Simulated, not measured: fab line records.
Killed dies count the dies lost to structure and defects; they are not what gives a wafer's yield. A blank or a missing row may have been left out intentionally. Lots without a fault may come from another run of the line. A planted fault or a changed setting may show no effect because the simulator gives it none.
fab line records    flow nand-harc
record lots=7  wafers=21  last-day=32
route steps=1302 shown P_ZERO_WELL@44 END@1302
lots that met no fault: taken from a fault-free run of the same line
start-h: hours from the record's first day to the start of the lot's first wafer shown    wait-h: hours since the lot's step before    " unchanged from the row above    L1.1+2: one row covering several wafers at once    - value missing, or start not given    * or withheld: withheld    < > ~ a bound
route shown NAME@n: a module of which the file shows steps, and the number in the route of the first    usual: mean and standard deviation over wafers with no fault    same: alike in all rows    chamber/n: place in a boat    sites: the reading at each site    _std_site: standard deviation of those values    _edge_site: inner sites' mean taken away from outer sites' mean    radius-mm: how far each site lies from the wafer's centre    mask NAME#n: copy n    behind: the last tool/chamber to shape the wafer    hold: what put the lot on hold/how long, in hours/how the hold closed    device: whichever transistor did not switch (one of n, p or np)    end of line: the tests these same wafers got at the end of their route    where a step has no rows: the recipe by itself    killed: dies lost to structure and defects at the first sort, not the wafer's yield    map: the dies of a wafer, with x for killed, . for not killed, _ for no die there
set.NAME: the run value of the setting; set.NAME@STEP: its run value at that earlier step    model.NAME: the simulator's own value behind a step, which no gauge read
lots at some steps of the route; a table a step, a row a wafer
services: when a tool's chamber went out of use (start-h, in hours from the record's first day, below 0 if earlier), for how many hours, and the reason
## steps
# step NHARC_P_ZERO_WELL_CD_MEAS_37
# recipe target-cd-nm=720  landing-energy-ev=500
# usual cd-nm=722.5/2.2
lot.wafer  tool       chamber  start-h  wait-h  cd-nm
L876.1     cd-sem-01  0        24.65    -       725.8
L876.5     "          0        "        "       723.9
L876.6     "          0        "        "       721.7
L877.1     cd-sem-02  0        34.57    -       722.2
L877.3     "          0        "        "       719.9
L877.4     "          0        "        "       718.0
L881.2     cd-sem-02  0        74.25    -       721.0
L881.4     "          0        "        "       720.0
L881.5     "          0        "        "       725.4
L882.1     cd-sem-02  0        84.20    -       722.1
L882.4     "          0        "        "       720.8
L882.6     "          0        "        "       723.1
L887.1     cd-sem-03  0        134.24   -       724.0
L887.2     "          0        "        "       722.2
L887.4     "          0        "        "       722.1
L892.1     cd-sem-01  0        184.01   -       724.2
L892.2     "          0        "        "       719.1
L892.6     "          0        "        "       723.4
L899.2     cd-sem-03  0        254.21   -       725.0
L899.5     "          0        "        "       723.8
L899.6     "          0        "        "       722.9
# step NHARC_P_ZERO_WELL_HARDBAKE_38
# recipe temp-c=125  time-s=80
# step NHARC_P_ZERO_WELL_DESCUM_39
# recipe time-s=3  o2-flow-sccm=200  ar-flow-sccm=0  bias-power-w=0  chemistry=O2
# usual drypump-motor-current-A=5.7/0.44  oes-product-au=0.995/0.012  rf-vpp-V=57.6/0.99  showerhead-plenum-p-Torr=1.87/0.086  throttle-valve-pct=11.312/0.0084
lot.wafer  tool         chamber  start-h  wait-h  drypump-motor-current-A  oes-product-au  rf-hours-counter-h  rf-vpp-V  showerhead-plenum-p-Torr  throttle-valve-pct
L876.1     rie-diel-06  2        24.85    -       5.5                      1.013           15                  57.8      1.92                      11.320
L876.6     "            3        "        "       5.8                      0.992           -                   58.1      1.82                      11.314
L876.5     "            2        "        "       5.5                      1.010           -                   57.1      1.92                      11.305
L877.4     rie-diel-06  0        34.74    -       5.8                      0.995           16                  57.1      1.83                      11.312
L877.1     "            1        "        "       6.0                      1.005           17                  57.7      1.81                      11.309
L877.3     "            2        "        "       5.5                      1.028           20                  57.2      1.92                      11.309
L881.4     rie-diel-01  1        74.42    -       5.3                      0.976           10                  57.0      1.79                      11.308
L881.2     "            3        "        "       5.7                      0.990           14                  58.2      1.93                      11.305
L881.5     "            0        "        "       5.8                      0.996           -                   58.3      2.02                      11.306
L882.1     rie-diel-06  0        86.75    -       5.8                      0.981           33                  57.6      1.82                      11.315
L882.4     "            3        "        "       5.7                      1.001           36                  58.3      1.81                      11.321
L882.6     "            1        "        "       6.0                      1.008           -                   57.4      1.80                      11.330
L887.2     rie-diel-01  3        134.40   -       5.7                      0.991           38                  57.5      1.92                      11.316
L887.1     "            0        "        "       5.8                      0.990           32                  58.8      2.01                      11.309
L887.4     "            2        "        "       6.7                      0.973           36                  59.2      2.06                      11.302
L892.1     rie-diel-11  2        184.18   -       5.9                      1.000           35                  58.7      1.93                      11.328
L892.2     "            3        "        "       5.5                      0.995           32                  57.8      1.90                      11.314
L892.6     "            3        "        "       5.5                      0.989           -                   56.3      1.90                      11.317
L899.2     rie-diel-06  2        254.48   -       5.5                      1.000           30                  57.9      1.90                      11.307
L899.5     "            0        "        "       5.8                      0.982           -                   58.1      1.81                      11.314
L899.6     "            1        "        "       6.0                      0.993           -                   56.8      1.79                      11.322
# step NHARC_P_ZERO_WELL_IMPLANT_40
# recipe energy-kev=300  dose-cm2=1e+13  tilt-deg=7
# step NHARC_P_ZERO_WELL_IMPLANT_59
# recipe energy-kev=120  dose-cm2=5e+12  tilt-deg=7
# step NHARC_P_ZERO_WELL_IMPLANT_60
# recipe energy-kev=30  dose-cm2=2e+12  tilt-deg=7
# step NHARC_P_ZERO_WELL_STRIP_41
# recipe time-s=840  temp-c=130  chemistry=SPM
# step NHARC_P_ZERO_WELL_DEHYDRATE_44
# recipe temp-c=150  time-s=120
# step NHARC_P_ZERO_WELL_HMDS_45
# recipe time-s=30
# step NHARC_P_ZERO_WELL_COAT_46
# recipe spin-rpm=withheld
# step NHARC_P_ZERO_WELL_SOFTBAKE_47
# recipe temp-c=122  time-s=95
# step NHARC_P_ZERO_WELL_EBR_48
# step NHARC_P_ZERO_WELL_EXPOSE_49
# recipe na=0.6  target-cd-nm=2000  dose-mj=22.64  mask-id=P_HVPW
# usual exposure-dose-mJ-cm2=22.638/0.022
lot.wafer  tool            chamber  start-h  wait-h  mask      exposure-dose-mJ-cm2
L876.1     krf-scanner-04  0        26.04    -       P_HVPW#0  22.619
L876.5     "               0        "        "       P_HVPW#0  22.624
L876.6     "               0        "        "       P_HVPW#0  22.650
L877.1     krf-scanner-04  0        35.93    -       P_HVPW#0  22.593
L877.3     "               0        "        "       P_HVPW#0  22.619
L877.4     "               0        "        "       P_HVPW#0  22.606
L881.2     krf-scanner-04  0        75.73    -       P_HVPW#0  21.265
L881.4     "               0        "        "       P_HVPW#0  21.262
L881.5     "               0        "        "       P_HVPW#0  21.278
L882.1     krf-scanner-04  0        87.96    -       P_HVPW#0  21.249
L882.4     "               0        "        "       P_HVPW#0  21.222
L882.6     "               0        "        "       P_HVPW#0  21.236
L887.1     krf-scanner-04  0        135.72   -       P_HVPW#0  21.262
L887.2     "               0        "        "       P_HVPW#0  21.227
L887.4     "               0        "        "       P_HVPW#0  21.241
L892.1     krf-scanner-02  0        185.51   -       P_HVPW#0  22.629
L892.2     "               0        "        "       P_HVPW#0  22.612
L892.6     "               0        "        "       P_HVPW#0  22.645
L899.2     krf-scanner-02  0        255.79   -       P_HVPW#0  22.657
L899.5     "               0        "        "       P_HVPW#0  22.689
L899.6     "               0        "        "       P_HVPW#0  22.651
# step NHARC_P_ZERO_WELL_PEB_50
# recipe peb-temp-c=118  peb-time-s=85
# step NHARC_P_ZERO_WELL_DEVELOP_51
# recipe time-s=70
# step NHARC_P_ZERO_WELL_CD_MEAS_52
# recipe target-cd-nm=2000  landing-energy-ev=500
# usual cd-nm=1999.3/2.2
lot.wafer  tool       chamber  start-h  wait-h  cd-nm
L876.1     cd-sem-01  0        26.19    -       1998.1
L876.5     "          0        "        "       2001.1
L876.6     "          0        "        "       2000.3
L877.1     cd-sem-03  0        36.09    -       1999.1
L877.3     "          0        "        "       2000.0
L877.4     "          0        "        "       1999.7
L881.2     cd-sem-03  0        75.89    -       1986.1
L881.4     "          0        "        "       1988.9
L881.5     "          0        "        "       1989.6
L882.1     cd-sem-01  0        88.12    -       1990.2
L882.4     "          0        "        "       1988.1
L882.6     "          0        "        "       1988.6
L887.1     cd-sem-03  0        135.88   -       1988.3
L887.2     "          0        "        "       1991.7
L887.4     "          0        "        "       1993.6
L892.1     cd-sem-02  0        185.67   -       1996.8
L892.2     "          0        "        "       1999.7
L892.6     "          0        "        "       1998.5
L899.2     cd-sem-03  0        255.94   -       2000.0
L899.5     "          0        "        "       2001.4
L899.6     "          0        "        "       1997.9
# step NHARC_P_ZERO_WELL_HARDBAKE_53
# recipe temp-c=125  time-s=80
# step NHARC_P_ZERO_WELL_DESCUM_54
# recipe time-s=3  o2-flow-sccm=200  ar-flow-sccm=0  bias-power-w=0  chemistry=O2
# usual drypump-motor-current-A=5.6/0.46  oes-product-au=0.997/0.011  rf-vpp-V=57.7/0.89  showerhead-plenum-p-Torr=1.88/0.084  throttle-valve-pct=11.310/0.0086
lot.wafer  tool         chamber  start-h  wait-h  drypump-motor-current-A  oes-product-au  rf-hours-counter-h  rf-vpp-V  showerhead-plenum-p-Torr  throttle-valve-pct  model.P_ZERO_WELL.cd-nm
L876.1     rie-diel-11  1        28.24    -       4.9                      0.988           41                  57.8      1.81                      11.298              1999
L876.6     "            1        "        "       4.9                      0.982           -                   57.2      1.81                      11.319              2001
L876.5     "            2        "        "       6.0                      1.026           -                   59.2      1.94                      11.310              2002
L877.3     rie-diel-06  1        36.27    -       6.0                      0.994           17                  57.5      1.81                      11.307              1999
L877.1     "            2        "        "       5.6                      1.025           20                  58.5      1.92                      11.303              1999
L877.4     "            3        "        "       5.7                      0.994           19                  56.9      1.82                      11.308              1999
L881.2     rie-diel-01  1        76.07    -       5.2                      0.978           10                  55.9      1.79                      11.314              1987
L881.4     "            2        "        "       6.7                      0.987           12                  59.2      2.07                      11.304              1988
L881.5     "            3        "        "       5.7                      1.008           -                   57.5      1.93                      11.302              1989
L882.4     rie-diel-11  3        88.28    -       5.5                      1.009           0                   59.8      1.91                      11.307              1987
L882.1     "            1        "        "       4.9                      0.984           0                   58.2      1.80                      11.317              1991
L882.6     "            3        "        "       5.5                      1.000           -                   58.1      1.91                      11.308              1988
L887.2     rie-diel-01  0        136.09   -       5.8                      0.996           33                  60.0      2.01                      11.316              1991
L887.4     "            1        "        "       5.2                      0.971           32                  56.5      1.78                      11.302              1994
L887.1     "            2        "        "       6.7                      0.987           37                  58.7      2.06                      11.300              1987
L892.1     rie-diel-06  0        185.96   -       5.8                      0.999           15                  57.7      1.81                      11.313              1998
L892.2     "            1        "        "       6.0                      1.001           17                  58.4      1.79                      11.312              2000
L892.6     "            0        "        "       5.7                      0.998           -                   57.3      1.81                      11.312              1999
L899.2     rie-diel-01  2        257.29   -       6.7                      0.991           14                  57.2      2.05                      11.301              1999
L899.5     "            1        "        "       5.2                      1.007           -                   57.6      1.77                      11.315              2000
L899.6     "            2        "        "       6.7                      0.989           -                   57.1      2.05                      11.297              1998
# step NHARC_P_ZERO_WELL_IMPLANT_55
# recipe energy-kev=180  dose-cm2=8e+11  tilt-deg=7
# step NHARC_END_SORT_01
# recipe temp-c=25
# usual killed-at-array=54/12  killed-at-other=0.7/1.1  killed-at-periphery=3.9/2.8  killed-dies=59/13  killed-open=3.4/2  killed-short=2.5/1.7
# same gross-dies=677
lot.wafer  tool       chamber  start-h  wait-h  killed-at-array  killed-at-other  killed-at-periphery  killed-dies  killed-open  killed-short
L881.2     prober-02  0        592.41   2.8     68               0                3                    71           1            2
L881.4     prober-02  0        594.00   3.4     65               0                9                    74           3            3
L881.5     prober-02  0        594.79   3.7     71               0                5                    76           4            2
L887.2     prober-01  0        666.73   2.8     45               0                3                    48           3            2
# killed by level:class
L881.2 A_SLIT:chamber-film-flake=28 A_CHANNEL_HOLE_D2:chamber-film-flake=25 A_STAIRCASE:chamber-film-flake=4 A_CONTACT:chamber-film-flake=3 P_M2:chamber-film-flake=2 A_CHANNEL_FILL_D2:chamber-film-flake=2 A_M1:chamber-film-flake=2 A_SGD_CUT:geometric-particle:short=1
L881.4 A_CHANNEL_HOLE_D2:chamber-film-flake=24 A_SLIT:chamber-film-flake=20 A_CONTACT:chamber-film-flake=8 A_CHANNEL_HOLE_D1:chamber-film-flake=6 P_M2:chamber-film-flake=3 A_STAIRCASE:chamber-film-flake=3 P_STI:chamber-film-flake=2 P_STI:geometric-particle:open=1
L881.5 A_CHANNEL_HOLE_D2:chamber-film-flake=29 A_SLIT:chamber-film-flake=15 A_CONTACT:chamber-film-flake=7 P_M2:chamber-film-flake=4 A_STAIRCASE:chamber-film-flake=4 A_M0:geometric-particle:open=3 A_CHANNEL_HOLE_D1:chamber-film-flake=3 A_DECK1_JOINT:chamber-film-flake=3
L887.2 A_SLIT:chamber-film-flake=26 A_CHANNEL_HOLE_D2:chamber-film-flake=5 A_CONTACT:chamber-film-flake=5 A_CHANNEL_HOLE_D1:chamber-film-flake=4 P_CONTACT:chamber-film-flake=2 P_M0:geometric-particle:open=1 A_CHANNEL_FILL_D1:geometric-particle:short=1 A_CHANNEL_FILL_D1:geometric-particle:open=1
## services
tool            chamber  start-h  hours  kind
krf-scanner-04  -        10.00    4.0    pm
rie-diel-06     0        11.20    -      clean
rie-diel-06     1        23.83    4.5    repair
rie-diel-01     -        27.91    9.0    pm
krf-scanner-02  -        49.65    4.0    pm
rie-diel-06     2        65.05    3.3    repair
rie-diel-11     0        76.95    5.9    repair
rie-diel-11     -        78.50    9.0    pm
krf-scanner-02  -        98.45    0.4    repair
rie-diel-06     2        114.95   8.7    repair
rie-diel-06     -        130.20   9.0    pm
rie-diel-11     0        163.92   32.8   repair
rie-diel-11     2        170.86   4.2    repair
krf-scanner-04  -        182.00   4.0    pm
rie-diel-06     2        188.32   14.7   repair
krf-scanner-04  -        198.20   0.4    repair
rie-diel-06     -        198.52   1.4    repair
rie-diel-01     -        204.96   9.0    pm
rie-diel-06     0        205.93   4.1    repair
krf-scanner-02  -        207.02   2.7    repair
rie-diel-11     2        220.60   10.0   repair
krf-scanner-02  -        221.65   4.0    pm
rie-diel-11     0        256.01   5.4    repair
rie-diel-11     -        256.90   0.4    repair
## key
first-sign step=NHARC_P_ZERO_WELL_EXPOSE_49  reading=exposure-dose-mJ-cm2  direction=down  sigmas=63  usual=22.638  struck=21.249
effect step=NHARC_P_ZERO_WELL_CD_MEAS_52  reading=cd-nm  direction=down  sigmas=4.6  usual=1999.3  struck=1989.5
model-effect step=NHARC_P_ZERO_WELL_DESCUM_54  value=P_ZERO_WELL.cd-nm  without=2000  struck=1989
met-at NHARC_P_ZERO_WELL_EXPOSE_49
struck-wafers L881.2,L881.4,L881.5,L882.1,L882.4,L882.6,L887.1,L887.2,L887.4
tester-left-out L881,L882,L887
onset-between 35.93 75.73
fault kind=process-parameter-drift  tool=krf-scanner-04  chamber=-  onset-h=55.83  steps=NHARC_P_ZERO_WELL_EXPOSE_49  channel=dose-mj  offset=-1.3862  shape=step  acts-in=these-recipes-only  stated=22.64
# tester-left-out: of these lots the tester's yield and bins aren't shown, on N5 and GAA mostly nor the transistor test; their killed dies are dies lost to structure and defects alone, not to doping, threshold or leakage, so they don't give the yield
